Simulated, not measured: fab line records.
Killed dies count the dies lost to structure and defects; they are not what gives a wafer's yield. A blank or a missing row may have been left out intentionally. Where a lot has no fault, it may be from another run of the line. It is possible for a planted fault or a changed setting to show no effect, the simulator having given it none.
Matching of chambers | flow nandHarc | NHARC_A_CONTACT_ALD_18 on aldMetal-01 has 4 sister chambers
The step deposits TiN, target thk 3 nm, pulse time 1 s, ald cycles 150. 4 wafers are shown with their chamber, then 6 later ones without.

== WAFERS WITH THEIR CHAMBER ==
wafer  | chamber | heaterPowerW (W)
L642.1 | 2       | 1082
L645.4 | 1       | 993
L647.4 | 3       | 1002
L647.6 | 0       | 1062

== WAFERS WITHOUT THEIR CHAMBER ==
wafer  | heaterPowerW (W)
L644.1 | 1002
L644.3 | 1178
L644.4 | 1059
L650.4 | 1055
L650.5 | 997
L650.6 | 1044

== THE CHAMBER EACH PASSED THROUGH ==
wafer  | from the rows above               | in truth
L644.1 | can't be placed: 3 or 1 or 0 or 2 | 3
L644.3 | can't be placed: 2 or 0 or 3      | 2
L644.4 | can't be placed: 0 or 2 or 3 or 1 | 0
L650.4 | can't be placed: 0 or 2 or 3 or 1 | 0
L650.5 | can't be placed: 1 or 3 or 0      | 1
L650.6 | can't be placed: 0 or 2 or 3 or 1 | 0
0 of 6 placed correctly. Unplaceable from these rows: 6, with the true chamber sitting among the candidates in 6. Wrongly placed: 0.
How it was worked out, from the rows above alone: a wafer's distance from a chamber is the root of the sum, over the readings, of the square of ((its reading less the chamber's mean) divided by the reading's scatter). If the next closest chamber is less than 2 further off than the closest, the wafer can't be placed; otherwise it belongs to the closest. Each chamber's mean is taken over the wafers shown for it. The scatter: with one shown wafer a chamber, the root of the mean of the squares of how far each hidden wafer lies from its nearest shown one.
